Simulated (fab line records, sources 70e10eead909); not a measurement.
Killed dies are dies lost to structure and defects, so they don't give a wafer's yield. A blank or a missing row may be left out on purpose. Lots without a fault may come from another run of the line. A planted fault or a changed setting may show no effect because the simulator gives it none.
Chamber matching | flow nand_harc | NHARC_A_SLIT_DEP_25 on pecvd-04: 3 sister chambers
The step deposits SiO2, target thk 200 nm. 6 wafers are shown with their chamber, then 7 later ones without.

WAFERS WITH THEIR CHAMBER
wafer  | chamber | throttle_valve_pct (%) | heater_power_w (W)
L083.6 | 1       | 16.2                   | 493
L089.4 | 0       | 15.7                   | 507
L089.5 | 2       | 15.4                   | 457
L089.6 | 1       | 16.2                   | 503
L093.2 | 2       | 15.6                   | 411
L093.3 | 0       | 16.0                   | 534

WAFERS WITHOUT THEIR CHAMBER
wafer  | throttle_valve_pct (%) | heater_power_w (W)
L093.6 | 16.6                   | 581
L095.2 | 15.9                   | 454
L095.3 | 15.2                   | 455
L095.6 | 15.9                   | 595
L096.3 | 16.0                   | 575
L096.4 | 16.1                   | 587
L096.5 | 16.4                   | 423

WHICH CHAMBER EACH WENT THROUGH
wafer  | from the rows above          | in truth
L093.6 | can't be placed: 1 or 0      | 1
L095.2 | can't be placed: 1 or 2 or 0 | 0
L095.3 | 2                            | 2
L095.6 | can't be placed: 0 or 1      | 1
L096.3 | can't be placed: 0 or 1      | 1
L096.4 | can't be placed: 0 or 1      | 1
L096.5 | 1                            | 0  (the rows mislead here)
Placed correctly: 1 of 7. Can't be placed from these rows: 5 (the true chamber is among the candidates in 5). Placed wrongly: 1.
How it was worked out, from the rows above alone: a wafer's distance from a chamber is the root of the sum, over the readings, of the square of ((its reading less the chamber's mean) divided by the reading's scatter). The wafer belongs to the nearest chamber; if the next one is less than 2 further off, it can't be placed. A chamber's mean is the mean of its shown wafers. The scatter: the root of (the sum of the squares of (reading less its chamber's mean) over the shown wafers, divided by (wafers less chambers)).
